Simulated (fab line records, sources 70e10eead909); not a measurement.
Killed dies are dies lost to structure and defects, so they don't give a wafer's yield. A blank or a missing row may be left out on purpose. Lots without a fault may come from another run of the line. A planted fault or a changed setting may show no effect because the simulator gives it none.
fab line records | flow nand_harc
record lots=6 wafers=18 last_day=33
route steps=1302 shown P_M1@298 END@1302
lots that met no fault: from a run of the same line without faults
start_h: hours from the record's first day to the start of the lot's first wafer shown | wait_h: hours since the lot's step before | " the same as in the row above | L1.1+2: a row that stands for several wafers | - no value, or no start given | * or withheld: withheld | < > ~ a bound
route shown NAME@n: a module of which the file shows steps, and the number in the route of the first | usual: mean/standard deviation of fault-free wafers | same: alike in all rows | chamber/n: place in a boat | sites: the reading at each site | _std_site: their standard deviation | _edge_site: outer sites' mean less inner sites' | radius_mm: how far each site lies from the wafer's centre | mask NAME#n: copy n | behind: the tool/chamber that last shaped the wafer | hold: why the lot was held/for how many hours/how that ended | device: the transistor (n, p or np) that didn't switch | end of line: the same wafers' tests at the end of the route | a step without rows: its recipe alone | killed: dies lost to structure and defects at the first sort, not the wafer's yield | map: a wafer's dies, x killed, . not, _ none there
set.NAME: the setting as run; set.NAME@STEP: as run at that earlier step | model.NAME: the simulator's own value behind a step, which no gauge read
lots at some steps of the route; a table a step, a row a wafer
services: from which hour (start_h, from the record's first day; less than 0 if before it) a tool's chamber was out of use, for how many hours, and why
## steps
# step NHARC_P_M1_DESCUM_14
# recipe time_s=3 o2_flow_sccm=200 ar_flow_sccm=0 bias_power_w=0 chemistry=O2
# usual drypump_motor_current_A=5.7/0.52 oes_product_au=1.000/0.01 rf_vpp_V=58.0/0.89 showerhead_plenum_p_Torr=1.96/0.063 throttle_valve_pct=11.311/0.01
# columns lot.wafer tool chamber start_h wait_h drypump_motor_current_A oes_product_au rf_hours_counter_h rf_vpp_V showerhead_plenum_p_Torr throttle_valve_pct
L912.2 rie_diel-09 1 183.98 0.1 5.6 1.008 2 56.7 1.93 11.305
L912.4 " 2 " " 6.3 0.996 2 55.7 2.02 11.323
L912.6 " 1 " " 5.5 1.002 - 57.2 1.93 11.311
L916.1 rie_diel-09 1 235.51 0.1 5.5 0.999 5 59.1 1.93 11.308
L916.4 " 1 " " 5.5 0.995 - 57.3 1.93 11.307
L916.5 " 3 " " 5.4 0.998 - 57.9 2.01 11.297
L919.3 rie_diel-05 1 252.32 0.1 5.5 1.013 1 58.4 1.99 11.318
L919.2 " 2 " " 6.4 1.008 1 58.5 2.05 11.326
L919.5 " 0 " " 5.0 0.992 - 57.7 1.85 11.307
L920.4 rie_diel-05 0 276.03 0.1 5.0 0.996 2 56.2 1.85 11.293
L920.1 " 2 " " 6.4 1.001 3 58.4 2.05 11.305
L920.6 " 0 " " 5.0 1.001 - 56.5 1.85 11.316
L926.3 rie_diel-08 1 322.33 0.1 5.8 1.001 42 58.0 1.99 11.316
L926.1 " 0 " " 5.9 0.998 32 58.8 2.01 11.290
L926.6 " 2 " " 5.8 1.009 - 56.6 1.99 11.316
L928.4 rie_diel-09 3 352.43 0.1 5.4 0.988 2 58.0 2.01 11.305
L928.2 " 1 " " 5.5 1.021 2 56.7 1.93 11.295
L928.5 " 0 " " 6.3 0.987 - 59.1 1.91 11.299
# step NHARC_P_M1_ETCH_35
# recipe target_depth_a=400 overetch_a=120 time_s=43.94 ion_energy_ev=200 n2_flow_sccm=150 h2_flow_sccm=150 ar_flow_sccm=0 rf_w=400 bias_w=150 chemistry=N2/H2
# usual bias_w=150.0/0.45 drypump_motor_current_A=5.7/0.51 oes_product_au=1.002/0.0093 rf_vpp_V=431.9/1.9 showerhead_plenum_p_Torr=2.09/0.071 throttle_valve_pct=14.170/0.0081
# columns lot.wafer tool chamber start_h wait_h bias_w drypump_motor_current_A oes_product_au rf_hours_counter_h rf_vpp_V showerhead_plenum_p_Torr throttle_valve_pct
L912.2 rie_diel-09 2 184.06 0.1 150.3 6.3 0.990 2 434.2 2.15 14.183
L912.4 " 0 " " 150.2 6.4 1.000 2 431.0 2.04 14.171
L912.6 " 3 " " 150.5 5.4 0.993 - 432.8 2.14 14.166
L916.4 rie_diel-09 3 235.61 0.1 149.4 5.5 0.996 5 432.9 2.14 14.168
L916.1 " 0 " " 150.5 6.3 0.988 5 430.4 2.04 14.180
L916.5 " 3 " " 150.0 5.4 1.014 - 433.8 2.14 14.166
L919.3 rie_diel-05 1 252.40 0.1 150.0 5.4 1.014 1 430.6 2.13 14.180
L919.2 " 2 " " 151.1 6.4 1.011 1 433.0 2.19 14.150
L919.5 " 0 " " 150.1 5.0 0.996 - 430.0 1.97 14.174
L920.1 rie_diel-05 3 276.12 0.1 150.2 5.0 1.001 2 430.0 2.09 14.173
L920.4 " 0 " " 150.2 5.0 1.005 2 429.1 1.97 14.163
L920.6 " 1 " " 149.3 5.5 1.006 - 433.5 2.12 14.174
L926.3 rie_diel-08 0 322.42 0.1 149.5 5.8 0.991 32 434.9 2.14 14.162
L926.1 " 1 " " 150.1 5.9 1.006 42 432.7 2.12 14.169
L926.6 " 0 " " 149.9 5.9 1.006 - 434.2 2.14 14.166
L928.4 rie_diel-09 0 352.52 0.1 149.8 6.3 1.010 2 431.7 2.03 14.179
L928.2 " 2 " " 149.4 6.3 0.995 2 433.1 2.15 14.177
L928.5 " 0 " " 150.4 6.3 0.996 - 431.6 2.03 14.164
# step NHARC_P_M1_ETCH_15
# recipe target_depth_a=1825 time_s=91.2 c4f8_flow_sccm=withheld ar_flow_sccm=400 rf_w=600 bias_w=300 chemistry=C4F8/Ar
# step NHARC_P_M1_CD_MEAS_16
# usual cd_nm=129.9/0.79
# columns lot.wafer tool chamber start_h wait_h cd_nm
L912.2 cd_sem-01 - 184.28 - 129.5
L912.4 " - " " 129.9
L912.6 " - " " 129.4
L916.1 cd_sem-03 - 235.82 - 129.5
L916.4 " - " " 129.7
L916.5 " - " " 129.6
L919.2 cd_sem-02 - 252.62 - 129.7
L919.3 " - " " 129.8
L919.5 " - " " 129.6
L920.1 cd_sem-02 - 276.32 - 128.9
L920.4 " - " " 129.3
L920.6 " - " " 129.9
L926.1 cd_sem-03 - 322.64 - 128.4
L926.3 " - " " 130.2
L926.6 " - " " 129.6
L928.2 cd_sem-03 - 352.74 - 130.3
L928.4 " - " " 130.9
L928.5 " - " " 129.6
# step NHARC_P_M1_STRIP_18
# recipe power_w=1000 n2_flow_sccm=150 h2_flow_sccm=150 ar_flow_sccm=0 bias_w=0 chemistry=N2/H2
# step NHARC_P_M1_ETCH_28
# recipe target_depth_a=300 over_etch_frac=0.3 time_s=72.99 ion_energy_ev=150 cf4_flow_sccm=50 n2_flow_sccm=100 ar_flow_sccm=150 rf_w=300 bias_w=100 chemistry=CF4/N2
# usual bias_w=100.0/0.33 drypump_motor_current_A=5.8/0.48 oes_product_au=1.000/0.0092 rf_vpp_V=315.1/1.6 showerhead_plenum_p_Torr=2.68/0.082 throttle_valve_pct=19.794/0.0083
# columns lot.wafer tool chamber start_h wait_h bias_w drypump_motor_current_A oes_product_au rf_hours_counter_h rf_vpp_V showerhead_plenum_p_Torr throttle_valve_pct
L912.2 rie_diel-09 0 - - 99.7 6.3 1.005 2 314.0 2.62 19.780
L912.4 " 2 " " 100.4 6.3 0.998 2 316.9 2.76 19.799
L912.6 " 3 " " 99.7 5.5 0.998 - 315.2 2.75 19.787
L916.1 rie_diel-09 1 - - 100.0 5.5 0.994 5 314.0 2.65 19.811
L916.4 " 3 " " 100.4 5.5 0.992 5 315.9 2.75 19.804
L916.5 " 0 " " 100.0 6.3 0.990 - 314.4 2.62 19.787
L919.2 rie_diel-09 1 - - 100.2 5.6 1.019 6 314.0 2.65 19.773
L919.3 " 2 " " 99.8 6.3 0.997 5 316.3 2.76 19.793
L919.5 " 0 " " 100.1 6.3 1.013 - 314.2 2.62 19.800
L920.1 rie_diel-09 1 - - 100.3 5.6 1.001 7 314.7 2.65 19.797
L920.4 " 0 " " 99.8 6.3 1.004 7 313.9 2.62 19.791
L920.6 " 2 " " 100.4 6.3 0.993 - 316.4 2.76 19.801
L926.1 rie_diel-05 1 - - 99.8 5.5 1.005 7 314.7 2.73 19.796
L926.3 " 0 " " 100.0 5.0 0.987 6 311.3 2.55 19.796
L926.6 " 0 " " 99.9 5.0 0.982 - 311.2 2.55 19.796
L928.2 rie_diel-05 2 - - 99.7 6.4 1.004 9 315.9 2.80 19.789
L928.4 " 1 " " 100.4 5.5 1.016 10 315.0 2.72 19.792
L928.5 " 2 " " 100.0 6.4 1.001 - 316.8 2.80 19.790
# step NHARC_P_M1_STRIP_19
# recipe time_s=600 temp_c=30 chemistry=post_etch_residue_remover
# step NHARC_P_M1_DEGAS_29
# recipe temp_c=250 time_s=60
# usual heater_power_w=353/33
# columns lot.wafer tool chamber start_h wait_h heater_power_w
L912.4 pvd_sputter-02 - 185.00 - 333
L912.2 " - " " 396
L912.6 " - " " 326
L916.4 pvd_sputter-01 - 236.56 - 323
L916.1 " - " " 373
L916.5 " - " " 311
L919.3 pvd_sputter-02 - 253.33 - 398
L919.2 " - " " 348
L919.5 " - " " 395
L920.1 pvd_sputter-01 - 277.03 - 333
L920.4 " - " " 379
L920.6 " - " " 328
L926.3 pvd_sputter-01 - 323.43 - 382
L926.1 " - " " 312
L926.6 " - " " 388
L928.2 pvd_sputter-02 - 353.46 - 387
L928.4 " - " " 320
L928.5 " - " " 388
# step NHARC_P_M1_PRE_CLEAN_30
# recipe time_s=30 temp_c=280 gas=H2/He
# step NHARC_P_M1_PVD_20
# recipe target_thk_a=50 bias_v=168.6 power_w=15000 chamber_pressure_pa=0.12 time_s=8.06 substrate_temp_c=50 material=TaN
# usual bias_v=168.7/1.8 substrate_temp_c=49.99/0.13 throttle_valve_pct=30.4/0.7
# columns lot.wafer tool chamber start_h wait_h bias_v substrate_temp_c throttle_valve_pct
L912.2 pvd_sputter-02 - - - 167.2 49.75 30.2
L912.4 " - " " 166.1 49.92 31.4
L912.6 " - " " 165.8 49.80 30.2
L916.1 pvd_sputter-01 - - - 171.0 49.99 30.7
L916.4 " - " " 170.2 49.82 30.9
L916.5 " - " " 169.6 49.96 30.0
L919.2 pvd_sputter-02 - - - 169.7 49.93 31.5
L919.3 " - " " 165.6 49.89 30.6
L919.5 " - " " 166.0 50.11 31.6
L920.1 pvd_sputter-01 - - - 170.7 49.71 30.8
L920.4 " - " " 170.6 49.90 31.0
L920.6 " - " " 169.7 50.05 30.4
L926.3 pvd_sputter-01 - - - 173.1 50.14 30.8
L926.1 " - " " 173.8 50.11 30.0
L926.6 " - " " 167.0 49.81 31.0
L928.2 pvd_sputter-02 - - - 169.4 50.10 29.8
L928.4 " - " " 166.5 50.00 31.0
L928.5 " - " " 169.9 50.02 29.5
# step NHARC_P_M1_PVD_21
# recipe target_thk_a=300 chamber_pressure_pa=5 power_w=5000 substrate_temp_c=30 time_s=20.49 material=Cu
# step NHARC_P_M1_ECD_22
# recipe target_thk_a=4000 bath_temp_c=25 material=Cu
# step NHARC_P_M1_ANNEAL_31
# recipe temp_c=225 time_s=90
# usual anneal_temp_c=224.97/0.18 anneal_temp_c_max=226.3/0.31 wafer_temp_C_max=226.3/0.51
# columns lot.wafer tool chamber start_h wait_h anneal_temp_c anneal_temp_c_max wafer_temp_C_max
L912.2 rtp_anneal-02 0 185.78 - 224.93 226.7 226.7
L912.4 " 0 " " 225.02 226.4 226.5
L912.6 " 0 " " 224.79 226.4 226.8
L916.1 rtp_anneal-01 0 237.28 - 225.28 226.1 225.6
L916.4 " 0 " " 225.06 226.1 226.2
L916.5 " 0 " " 225.15 226.1 225.9
L919.2 rtp_anneal-01 - 254.12 0.4 - - -
L919.3 " - " " - - -
L919.5 " - " " - - -
L920.1 rtp_anneal-02 - 277.77 - - - -
L920.4 " - " " - - -
L920.6 " - " " - - -
L926.1 rtp_anneal-02 0 324.16 0.3 225.05 226.8 226.3
L926.3 " 0 " " 224.99 226.3 226.9
L926.6 " 0 " " 224.89 226.2 226.9
L928.2 rtp_anneal-01 0 354.24 0.3 224.70 225.7 225.9
L928.4 " 0 " " 224.77 225.8 225.4
L928.5 " 0 " " 225.18 225.8 225.5
# step NHARC_P_M1_CMP_23
# recipe t_overpolish_s=20 target_thk_nm=157.82
# step NHARC_END_SORT_01
# recipe temp_c=25
# usual defect_limited_yield=90.6/2.3 killed_at_array=59/16 killed_at_other=0.8/1.1 killed_at_periphery=3.6/2.4 killed_dies=64/16 killed_open=3.4/1.8 killed_short=2.5/1.6
# same gross_dies=677
# columns lot.wafer tool chamber start_h wait_h defect_limited_yield[%] killed_at_array killed_at_other killed_at_periphery killed_dies killed_open killed_short
L912.2 prober-01 0 614.36 2.8 88.5 75 0 3 78 4 0
L912.4 prober-01 0 615.96 3.4 89.2 70 0 3 73 3 0
L912.6 prober-01 0 617.56 4.0 89.4 71 0 1 72 3 1
L919.2 prober-02 0 683.13 2.8 89.1 49 1 24 74 3 4
L919.3 prober-02 0 683.92 3.1 88.0 50 1 30 81 0 4
L919.5 prober-02 0 685.49 3.7 89.7 40 0 30 70 1 2
L920.1 prober-01 0 708.60 2.5 89.2 38 0 35 73 0 0
L920.4 prober-01 0 711.02 3.4 88.0 44 0 37 81 1 1
L920.6 prober-01 0 712.64 4.0 86.9 51 0 38 89 2 4
# killed by level:class
L912.2 A_CHANNEL_HOLE_D2:chamber_film_flake=36 A_SLIT:chamber_film_flake=28 A_STAIRCASE:chamber_film_flake=4 A_CONTACT:chamber_film_flake=2 A_CHANNEL_FILL_D1:geometric_particle:open=1 A_CHANNEL_FILL_D2:geometric_particle:open=1 A_WL_FILL:geometric_particle:open=1 A_M0:geometric_particle:open=1
L912.4 A_CHANNEL_HOLE_D2:chamber_film_flake=36 A_SLIT:chamber_film_flake=24 A_CONTACT:chamber_film_flake=4 A_STAIRCASE:chamber_film_flake=2 P_CONTACT:geometric_particle:open=1 P_M0:geometric_particle:open=1 A_BLC:geometric_particle:open=1 P_GATE:chamber_film_flake=1
L912.6 A_CHANNEL_HOLE_D2:chamber_film_flake=33 A_SLIT:chamber_film_flake=24 A_CHANNEL_HOLE_D1:chamber_film_flake=4 A_CONTACT:chamber_film_flake=4 A_ONON_D1:geometric_particle:open=1 A_CHANNEL_HOLE_D2:geometric_particle:short=1 A_WL_FILL:geometric_particle:open=1 A_M1:geometric_particle:open=1
L919.2 A_SLIT:chamber_film_flake=31 P_M1:area_anneal=19 A_CHANNEL_HOLE_D1:chamber_film_flake=7 A_WL_FILL:geometric_particle:short=3 P_STI:chamber_film_flake=3 A_CONTACT:chamber_film_flake=3 P_M0:geometric_particle:open=1 A_ONON_D1:geometric_particle:open=1
L919.3 A_SLIT:chamber_film_flake=30 P_M1:area_anneal=25 A_CHANNEL_HOLE_D1:chamber_film_flake=9 A_CONTACT:chamber_film_flake=6 P_STI:chamber_film_flake=4 A_WL_FILL:geometric_particle:short=2 A_ONON_D1:geometric_particle:short=1 A_ONON_D2:geometric_particle:short=1
L919.5 A_SLIT:chamber_film_flake=27 P_M1:area_anneal=25 A_CHANNEL_HOLE_D1:chamber_film_flake=8 P_STI:chamber_film_flake=4 A_WL_FILL:geometric_particle:short=2 P_M0:geometric_particle:open=1 A_CHANNEL_FILL_D1:chamber_film_flake=1 A_DECK1_JOINT:chamber_film_flake=1
L920.1 P_M1:area_anneal=29 A_CHANNEL_HOLE_D2:chamber_film_flake=22 A_CHANNEL_HOLE_D1:chamber_film_flake=10 P_CONTACT:chamber_film_flake=5 A_CHANNEL_FILL_D2:chamber_film_flake=2 A_BONDPAD:chamber_film_flake=2 P_ZERO_WELL:chamber_film_flake=1 A_STAIRCASE:chamber_film_flake=1
L920.4 P_M1:area_anneal=29 A_CHANNEL_HOLE_D1:chamber_film_flake=14 A_CHANNEL_HOLE_D2:chamber_film_flake=14 A_CHANNEL_FILL_D2:chamber_film_flake=5 P_STI:chamber_film_flake=4 A_STAIRCASE:chamber_film_flake=4 P_CONTACT:chamber_film_flake=3 A_WL_FILL:chamber_film_flake=2
L920.6 P_M1:area_anneal=28 A_CHANNEL_HOLE_D2:chamber_film_flake=23 P_CONTACT:chamber_film_flake=7 A_CHANNEL_HOLE_D1:chamber_film_flake=7 A_SLIT:chamber_film_flake=7 A_CHANNEL_FILL_D2:chamber_film_flake=4 A_CHANNEL_HOLE_D2:geometric_particle:short=2 P_STI:chamber_film_flake=2
# map L919.3 (x killed, . not)
____________.____________
_________......._________
_______..........._______
______.x...........______
_____.x............._____
____...x.............____
____.........x.....x.____
___...................___
___...................___
__.....................__
__........x............__
_..........x............_
_.............x...x....._
_......x................_
_...........x.x..x......_
_......x....x.x........._
x.....xx....x............
.....xx.xxxx.x...........
.....xxx.xxx.x...........
.....xxx.xx.....x........
......xxxxxxx.x.x......xx
_....x.xx.xx....xx......_
_.....xxxx..xx.........._
_.......x.x.x........xx._
_.........x..x.........._
_........x...........x.._
__....................x__
__.........xx......x...__
___.........x.........___
___.........x.........___
____...............x.____
____...x.............____
_____..............._____
______.............______
_______..........._______
_________......._________
____________.____________
# map L920.6 (x killed, . not)
____________.____________
_________......x_________
_______..........._______
______.x.........x.______
_____....x.x.....x.._____
____.x............xxx____
____xxx.....x........____
___x.x...xx.........xx___
___xx.xx.....x........___
__........x............__
__.x.....x.............__
_x......................_
_..........x............_
_..........x...........x_
_...x....x.............._
_.......x..............._
.......xx.x.x............
x......xxx...............
x.....xxx...........x...x
x.x....xxxx..............
x......xxxx..........x...
_.x.x..xxx........xx...._
_....x.xx............xx._
_x.....xxx..........x..x_
_......................._
_......................._
__.....................__
__..................x..__
___...x...............___
___...................___
____.................____
____..x..............____
_____..............._____
______x..x......x..______
_______x.....x...._______
_________x....x._________
____________.____________
## services
# columns tool chamber start_h hours kind
rie_diel-09 0 176.60 - clean
rie_diel-09 1 176.60 - clean
rie_diel-09 2 176.60 - clean
rie_diel-09 3 176.60 - clean
rie_diel-08 - 194.69 9.0 pm
rie_diel-09 0 201.10 - clean
rie_diel-09 1 201.10 - clean
rie_diel-09 2 201.10 - clean
rie_diel-09 3 201.10 - clean
pvd_sputter-02 - 207.87 0.5 repair
rie_diel-09 2 224.57 11.0 repair
pvd_sputter-01 - 226.00 10.0 pm
rie_diel-05 - 229.60 9.0 pm
rie_diel-08 0 242.30 1.6 repair
rie_diel-09 1 254.00 2.1 repair
rie_diel-09 2 254.46 2.9 repair
pvd_sputter-02 - 273.09 8.9 repair
pvd_sputter-02 - 282.00 10.0 pm
rie_diel-08 0 297.13 25.0 repair
rie_diel-09 0 297.54 1.7 repair
rie_diel-08 2 297.85 14.8 repair
rie_diel-05 2 318.10 5.7 repair
rie_diel-09 - 320.10 9.0 pm
rie_diel-08 1 345.55 2.6 repair
## key
first_sign step=NHARC_P_M1_ANNEAL_31 reading=tool_record direction=missing
effect step=NHARC_END_SORT_01 reading=killed_at_periphery direction=up sigmas=12 usual=3.6 struck=32.3
more_kills_born_at NHARC_P_M1_ANNEAL_31@rtp_anneal-02=86 NHARC_P_M1_ANNEAL_31@rtp_anneal-01=69
met_at NHARC_P_M1_ANNEAL_31
struck_wafers L919.2,L919.3,L919.5,L920.1,L920.4,L920.6
onset_between 237.28 254.12
fault kind=skipped_step_whole tool=rtp_anneal-01,rtp_anneal-02 chamber=- onset_h=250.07 steps=NHARC_P_M1_ANNEAL_31 scope=struck_lots_only
